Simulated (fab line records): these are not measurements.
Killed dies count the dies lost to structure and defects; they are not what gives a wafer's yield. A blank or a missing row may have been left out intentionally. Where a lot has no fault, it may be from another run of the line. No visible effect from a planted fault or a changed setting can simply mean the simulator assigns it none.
8D (eight disciplines) problem report, filled in by code | flow nand_harc | the parts of the form that need people (team, actions taken, sign-off) are left out

## 1. WHAT IS WRONG
Mean of thk_nm at NHARC_A_ONON_D1_THK_MEAS_11: 911 nm across 4 wafers in 3 lots; on wafers with no fault it is 998 nm (standard deviation 9.2). Measured from the usual mean, that is -9.4 standard deviations.
The step: measures by ellipsometry.
The first sign was on wafer L249.2 at day 14 23:47, on film_metro-01. At this step, 42 wafers from 15 lots have a number in the record. The rule behind "out" and "out of limits": a value lying over 4 standard deviations away from the usual mean. The other wafers with a number count as sound.

## 2. WHAT IT IS, AND WHAT IT ISN'T
question                    | is                             | is not
which readings at this step | thk_nm                         | -
which lots                  | L249, L250, L251               | L233, L234, L235, L237, L238, L239, L240, L241, L243, L244, L245, L246
which wafers of those lots  | L249.2, L249.4, L250.2, L251.2 | L250.5, L251.5
read on which gauges        | film_metro-01, film_metro-02   | -
when                        | from day 14 23:47              | up to then (36 sound wafers); but 2 sound wafers of L250, L251 came after

## 3. SUSPECTS, AND WHAT RULES EACH OUT
Counting: if a tool at a process step up to the reading ran every lot that is out, it stays a suspect. Sound lots after the first of them don't rule it out here, since some wafers of a struck lot are sound.
- ruled out: the gauge at NHARC_A_ONON_D1_THK_MEAS_11. Those wafers that are out were read across 2 gauges (film_metro-01, film_metro-02).
- pecvd_onon-03 at NHARC_A_ONON_D1_DEP_09 (target thk 1000 nm): kept. Every lot that is out went through it, the first being L249 (day 14 23:20); the last sound lot it ran before that was L246 (day 13 16:45).
Remaining after the count: pecvd_onon-03 at NHARC_A_ONON_D1_DEP_09.

## 4. THE CAUSE (what the simulator had put in)
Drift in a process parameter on pecvd_onon-03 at NHARC_A_ONON_D1_DEP_09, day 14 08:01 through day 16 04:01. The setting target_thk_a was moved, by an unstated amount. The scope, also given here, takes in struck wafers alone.
After counting, this tool was the only one left.

## 5. SEQUENCE OF EFFECTS, ordered by route
One row per reading whose mean, taken over the struck wafers that have a number, lies over 3 standard deviations from the usual. Readings are gone through only where the record gives a usual standard deviation; hours: the median, over the lots, of the time from a lot's start at the first step in this table giving one to that lot's start at this step; sigmas: the change measured in usual standard deviations.
hours | step                        | reading | usual  | on struck wafers | change | sigmas
0     | NHARC_A_ONON_D1_THK_MEAS_11 | thk_nm  | 998 nm | 911              | -87    | -9.4

## 6. HOW IT WOULD HAVE BEEN CAUGHT EARLIER
The first out-of-limits reading at a measuring or inspecting step in this record came at day 14 23:47, 16 hours after the fault's start at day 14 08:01.
Of the tool readings at NHARC_A_ONON_D1_DEP_09 for which the record gives a usual standard deviation, none was out on any struck wafer, so an alarm limit of 4 standard deviations on them would not have fired.
Among the 3 lots that are out, L250, L251 began NHARC_A_ONON_D1_DEP_09 on pecvd_onon-03 after day 14 23:47. A hold on the tool at that time would have spared those 2.
